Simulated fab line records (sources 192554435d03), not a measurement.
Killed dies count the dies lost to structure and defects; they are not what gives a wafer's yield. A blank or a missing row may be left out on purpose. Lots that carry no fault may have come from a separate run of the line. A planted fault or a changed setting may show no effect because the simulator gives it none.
Chamber matching    flow n5Finfet    N5_BEOL_M3_ALD_84 on aldMetal-04: 4 sister chambers
The step deposits TaN, pulse time 2 s, purge time 3 s, co reactant purge time 2 s. 8 wafers are shown with their chamber, then 11 later ones without.

WAFERS, EACH WITH ITS CHAMBER
wafer   chamber  heaterPowerOuterW (W)  heaterPowerW (W)
L085.2  1        237                    435
L085.6  3        224                    378
L088.1  0        226                    421
L088.2  3        218                    391
L089.1  0        231                    424
L089.5  2        256                    442
L089.6  1        234                    413
L090.1  2        256                    420

WAFERS WITH NO CHAMBER GIVEN
wafer   heaterPowerOuterW (W)  heaterPowerW (W)
L090.3  229                    436
L090.5  228                    421
L091.2  221                    387
L091.3  232                    436
L091.4  232                    429
L095.1  220                    389
L095.3  229                    422
L095.4  226                    421
L096.1  263                    441
L096.2  226                    433
L096.3  218                    388

EACH ONE'S CHAMBER
wafer    from the rows above       in truth
L090.3   can't be placed: 0 or 1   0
L090.5   0                         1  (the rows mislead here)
L091.2   3                         3
L091.3   can't be placed: 1 or 0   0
L091.4   can't be placed: 1 or 0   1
L095.1   3                         3
L095.3   0                         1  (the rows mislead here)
L095.4   0                         0
L096.1   2                         2
L096.2   0                         0
L096.3   3                         3
Placed correctly: 6 of 11. These rows do not allow placing 3 (true chamber among the candidates in 3). Wrongly placed: 2.
How it was worked out, from the rows above alone: a wafer's distance from a chamber is the root of the sum, over the readings, of the square of ((its reading less the chamber's mean) divided by the reading's scatter). If the next closest chamber is less than 2 further off than the closest, the wafer can't be placed; otherwise it belongs to the closest. A chamber's mean is the mean of its shown wafers. How the scatter is found: for the shown wafers, subtract from each reading the mean of its chamber, square and add these, divide the total by (wafers less chambers), then take the root.
